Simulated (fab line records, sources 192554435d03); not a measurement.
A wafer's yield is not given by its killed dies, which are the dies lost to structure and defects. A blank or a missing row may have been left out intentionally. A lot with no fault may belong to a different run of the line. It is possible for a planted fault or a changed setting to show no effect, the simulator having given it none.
fab line records	flow n5Finfet	part 2 of 2: steps 5 to 6 of 6
record lots=23	wafers=69	lastDay=18
route steps=1938 shown BEOL_M7@1311 BEOL_M8@1348 BEOL_M9@1416
lots that met no fault: from a run of the same line without faults
startH: hours from the record's opening day to when the first of the lot's shown wafers began	waitH: hours from the lot's prior step to this one	" repeats the value in the row above	L1.1+2: one row covering several wafers at once	- no value, or no start given	* or withheld: withheld	< > ~ a bound
route shown NAME@n: NAME is a module with steps in the file, n the number in the route of the first one	usual: average and standard deviation across the fault-free wafers	same: alike in all rows	chamber/n: place in a boat	sites: per-site readings	_std_site: standard deviation of those values	_edge_site: outer sites' mean less inner sites'	radiusMm: how far each site lies from the wafer's centre	mask NAME#n: copy n	behind: tool/chamber where the wafer was last shaped	hold: cause of the lot's hold/its duration in hours/its outcome	device: whichever transistor did not switch (one of n, p or np)	end of line: the same wafers' tests at the end of the route	a step without rows: its recipe alone	killed: dies that structure and defects cost at the first sort, which is not the same as the wafer's yield	map: shows each die of a wafer: x if killed, . if not, _ if none is there
set.NAME: the setting that was run; set.NAME@STEP: the one run at that earlier step	model.NAME: the simulator's own value behind a step, which no gauge read
the route's steps for a sample of lots (tables are steps, rows are wafers)
services: when a tool's chamber went out of use (startH, in hours from the record's first day, below 0 if earlier), for how many hours, and the reason
## steps
# step N5_BEOL_M9_INSPECT_13
# recipe mode=adi	inspectInstrument=brightfield
# usual rawDefectCount=437/97
lot.wafer	tool	chamber	startH	waitH	rawDefectCount
L074.1	defectInspect-02	-	209.05	0.0	384
L074.2	"	-	"	"	318
L074.3	"	-	"	"	400
L077.3	defectInspect-02	-	219.03	0.0	429
L077.4	"	-	"	"	427
L077.6	"	-	"	"	411
L076.3	defectInspect-01	-	225.06	0.0	422
L076.4	"	-	"	"	361
L076.6	"	-	"	"	378
L078.2	defectInspect-01	-	231.32	0.0	564
L078.4	"	-	"	"	464
L078.5	"	-	"	"	492
L079.3	defectInspect-01	-	237.20	0.0	470
L079.4	"	-	"	"	350
L079.6	"	-	"	"	496
L080.1	defectInspect-02	-	237.36	0.0	320
L080.4	"	-	"	"	380
L080.6	"	-	"	"	410
L081.1	defectInspect-01	-	239.14	0.0	547
L081.2	"	-	"	"	429
L081.5	"	-	"	"	471
L082.1	defectInspect-01	-	248.66	0.0	693
L082.4	"	-	"	"	323
L082.5	"	-	"	"	490
L083.1	defectInspect-01	-	256.47	0.0	381
L083.2	"	-	"	"	312
L083.5	"	-	"	"	349
L085.2	defectInspect-01	-	270.97	0.0	491
L085.4	"	-	"	"	555
L085.6	"	-	"	"	613
L086.1	defectInspect-02	-	282.04	0.0	378
L086.2	"	-	"	"	518
L086.4	"	-	"	"	457
L084.1	defectInspect-01	-	289.69	0.0	395
L084.5	"	-	"	"	296
L084.6	"	-	"	"	395
L088.2	defectInspect-02	-	291.63	0.0	558
L088.5	"	-	"	"	386
L088.6	"	-	"	"	514
L090.2	defectInspect-02	-	292.05	0.0	347
L090.3	"	-	"	"	287
L090.4	"	-	"	"	288
L087.1	defectInspect-02	-	292.21	0.0	423
L087.2	"	-	"	"	375
L087.6	"	-	"	"	371
L089.3	defectInspect-02	-	296.75	0.0	379
L089.4	"	-	"	"	403
L089.5	"	-	"	"	452
L091.1	defectInspect-01	-	308.27	0.0	473
L091.3	"	-	"	"	468
L091.4	"	-	"	"	380
L092.2	defectInspect-01	-	317.51	0.0	556
L092.5	"	-	"	"	552
L092.6	"	-	"	"	532
L094.4	defectInspect-02	-	327.39	0.0	389
L094.5	"	-	"	"	468
L094.6	"	-	"	"	420
L093.1	defectInspect-02	-	327.82	0.0	273
L093.2	"	-	"	"	337
L093.3	"	-	"	"	256
L096.1	defectInspect-01	-	335.40	0.0	499
L096.2	"	-	"	"	477
L096.4	"	-	"	"	518
L095.2	defectInspect-01	-	335.58	0.0	569
L095.4	"	-	"	"	657
L095.5	"	-	"	"	353
L097.4	defectInspect-01	-	358.77	0.0	407
L097.5	"	-	"	"	479
L097.6	"	-	"	"	526
# step N5_BEOL_M9_ETCH_61
# recipe chemistry=CF4	target=SiARC	targetDepthA=390	maskMaterial=CAR-ArF	timeS=65	ionEnergyEv=80	pressureMtorr=40	sourceW=545	biasW=36	Ar_flow_sccm=100	cf4FlowSccm=100	ends=cleared
# usual drypumpMotorCurrentA=5.6/0.36	etchRfOnTimeS=65.2/1.2	oesProductAu=0.67/0.061	rfVppV=184.3/1.2	showerheadPlenumPTorr=2.16/0.072	throttleValvePct=15.56/0.28
lot.wafer	tool	chamber	startH	waitH	drypumpMotorCurrentA	etchRfOnTimeS	oesProductAu	rfHoursCounterH	rfVppV	showerheadPlenumPTorr	throttleValvePct
L074.1	rieDiel-03	2	209.18	0.0	5.3	65.0	0.64	174	183.3	2.05	15.29
L074.2	"	0	"	"	5.2	64.8	0.70	71	184.6	2.27	15.23
L074.3	"	3	"	"	5.9	63.7	0.59	246	185.5	2.20	16.03
L077.3	rieDiel-06	2	219.10	0.0	5.2	65.8	0.60	220	182.7	2.14	16.03
L077.4	"	3	"	"	5.3	64.8	0.71	75	185.4	2.26	15.68
L077.6	"	2	"	"	5.2	65.5	0.60	-	183.3	2.14	16.04
L076.3	rieDiel-01	2	225.49	0.0	6.1	63.0	0.61	231	183.0	2.03	15.81
L076.4	"	3	"	"	6.2	64.8	0.74	60	183.9	2.10	15.41
L076.6	"	2	"	"	6.1	63.3	0.60	-	183.3	2.03	15.80
L078.2	rieDiel-06	3	231.38	0.0	5.3	65.1	0.70	79	184.6	2.26	15.67
L078.4	"	2	"	"	5.2	65.1	0.61	224	183.2	2.13	16.04
L078.5	"	2	"	"	5.3	65.9	0.60	-	184.4	2.13	16.03
L079.3	rieDiel-06	3	237.27	0.0	5.3	65.2	0.70	82	186.3	2.26	15.68
L079.4	"	0	"	"	5.8	66.2	0.75	55	184.8	2.08	15.60
L079.6	"	0	"	"	5.7	66.1	0.74	-	183.9	2.08	15.59
L080.1	rieDiel-03	0	237.43	0.0	5.2	65.9	0.70	76	185.2	2.26	15.25
L080.4	"	0	"	"	5.2	65.8	0.69	-	186.7	2.27	15.24
L080.6	"	1	"	"	6.0	67.6	0.66	-	184.6	2.25	15.24
L081.1	rieDiel-01	3	239.21	0.0	6.2	67.6	0.73	64	182.6	2.09	15.42
L081.2	"	1	"	"	5.8	64.7	0.60	213	183.7	2.13	15.59
L081.5	"	3	"	"	6.2	67.4	0.73	-	182.3	2.09	15.40
L082.1	rieDiel-06	0	249.01	0.0	5.8	66.1	0.74	59	182.3	2.08	15.59
L082.4	"	2	"	"	5.2	65.6	0.59	-	185.9	2.13	16.04
L082.5	"	0	"	"	5.8	65.5	0.73	-	180.7	2.08	15.61
L083.1	rieDiel-06	1	256.54	0.0	5.9	64.5	0.71	62	184.6	2.16	15.13
L083.2	"	2	"	"	5.2	65.6	0.59	233	183.5	2.13	16.05
L083.5	"	2	"	"	5.2	65.9	0.59	-	182.6	2.13	16.07
L085.2	rieDiel-01	3	271.04	0.0	6.2	66.2	0.72	74	183.4	2.09	15.43
L085.4	"	1	"	"	5.8	64.0	0.60	222	183.5	2.13	15.60
L085.6	"	1	"	"	5.8	63.9	0.60	-	183.7	2.13	15.59
L086.1	rieDiel-01	0	282.61	0.1	5.2	66.3	0.59	207	185.6	2.20	15.76
L086.2	"	0	"	"	5.2	66.1	0.59	-	185.2	2.20	15.72
L086.4	"	0	"	"	5.2	65.2	0.60	-	185.2	2.20	15.74
L084.1	rieDiel-06	1	290.49	0.0	5.9	65.2	0.70	74	184.7	2.16	15.12
L084.5	"	0	"	"	5.8	65.1	0.73	-	183.0	2.08	15.64
L084.6	"	3	"	"	5.3	64.9	0.69	-	185.8	2.26	15.72
L088.2	rieDiel-06	0	291.70	0.0	5.8	65.2	0.73	72	181.9	2.08	15.64
L088.5	"	1	"	"	5.9	64.7	0.71	-	183.9	2.16	15.14
L088.6	"	2	"	"	5.2	65.6	0.59	-	185.4	2.13	16.07
L090.2	rieDiel-06	3	292.43	0.0	5.3	63.9	0.69	100	184.9	2.26	15.72
L090.3	"	1	"	"	5.9	63.2	0.72	75	184.1	2.16	15.14
L090.4	"	2	"	"	5.2	65.1	0.59	246	183.7	2.13	16.08
L087.1	rieDiel-06	3	292.68	0.0	5.3	64.0	0.69	100	185.5	2.26	15.72
L087.2	"	0	"	"	5.7	64.1	0.73	73	183.5	2.08	15.64
L087.6	"	0	"	"	5.8	64.5	0.73	-	183.6	2.08	15.65
L089.3	rieDiel-06	3	296.82	0.0	5.3	64.7	0.69	101	184.6	2.25	15.72
L089.4	"	0	"	"	5.8	64.9	0.73	74	183.4	2.08	15.63
L089.5	"	0	"	"	5.8	65.4	0.73	-	183.2	2.08	15.64
L091.1	rieDiel-01	1	308.34	0.0	5.8	64.0	0.59	230	184.4	2.12	15.62
L091.3	"	0	"	"	5.2	67.6	0.58	217	184.3	2.19	15.74
L091.4	"	3	"	"	6.3	66.4	0.72	-	184.1	2.09	15.46
L092.2	rieDiel-06	0	317.58	0.0	5.8	65.6	0.71	80	183.8	2.07	15.65
L092.5	"	1	"	"	5.9	64.9	0.69	-	184.8	2.16	15.16
L092.6	"	0	"	"	5.8	65.7	0.72	-	182.1	2.07	15.65
L094.4	rieDiel-01	1	327.45	0.0	5.8	63.9	0.60	236	182.5	2.12	15.62
L094.5	"	3	"	"	6.2	65.8	0.71	-	182.2	2.09	15.47
L094.6	"	0	"	"	5.2	66.3	0.58	-	185.4	2.19	15.76
L093.1	rieDiel-06	0	327.91	0.0	5.8	64.8	0.71	84	184.9	2.07	15.67
L093.2	"	1	"	"	5.9	63.9	0.70	86	185.2	2.16	15.14
L093.3	"	3	"	"	5.3	64.8	0.67	112	185.0	2.25	15.72
L096.1	rieDiel-06	3	335.51	0.0	5.3	64.9	0.67	115	185.3	2.25	15.73
L096.2	"	0	"	"	5.8	65.3	0.71	87	183.4	2.07	15.67
L096.4	"	2	"	"	5.2	64.1	0.81	6	183.9	2.12	15.61
L095.2	rieDiel-03	0	335.76	0.0	5.2	65.1	0.67	108	186.4	2.25	15.32
L095.4	"	3	"	"	5.9	63.6	0.77	27	185.5	2.19	15.59
L095.5	"	1	"	"	6.0	68.9	0.63	-	184.8	2.24	15.31
L097.4	rieDiel-03	3	358.83	0.0	5.8	62.7	0.76	34	183.5	2.18	15.62
L097.5	"	3	"	"	5.9	62.7	0.76	-	185.4	2.18	15.62
L097.6	"	0	"	"	5.2	64.4	0.66	-	186.2	2.25	15.33
## services
tool	chamber	startH	hours	kind
rieDiel-06	0	191.26	3.2	repair
rieDiel-03	0	195.40	6.6	repair
rieDiel-06	1	206.40	12.2	repair
rieDiel-04	-	212.45	14.6	pm
rieDiel-05	0	213.96	11.5	repair
rieDiel-06	-	215.37	0.3	repair
rieDiel-03	3	218.34	1.6	repair
rieDiel-03	-	218.39	7.2	repair
rieDiel-06	3	248.87	4.0	repair
rieDiel-05	1	253.43	2.5	repair
rieDiel-01	1	271.31	18.5	repair
rieDiel-02	-	273.16	0.6	repair
rieDiel-05	-	278.82	0.5	repair
rieDiel-05	2	282.21	3.3	repair
rieDiel-01	2	282.41	8.8	repair
rieDiel-04	1	289.29	-	clean
rieDiel-04	1	289.29	-	consumableReplace:focusRing
rieDiel-04	1	289.29	17.8	scheduledDown
rieDiel-04	1	289.29	17.8	ventCycle
rieDiel-02	3	310.74	16.3	repair
rieDiel-04	0	330.12	3.0	repair
rieDiel-05	2	333.81	16.7	repair
rieDiel-01	-	346.57	2.8	pm
rieDiel-04	3	346.95	4.0	repair
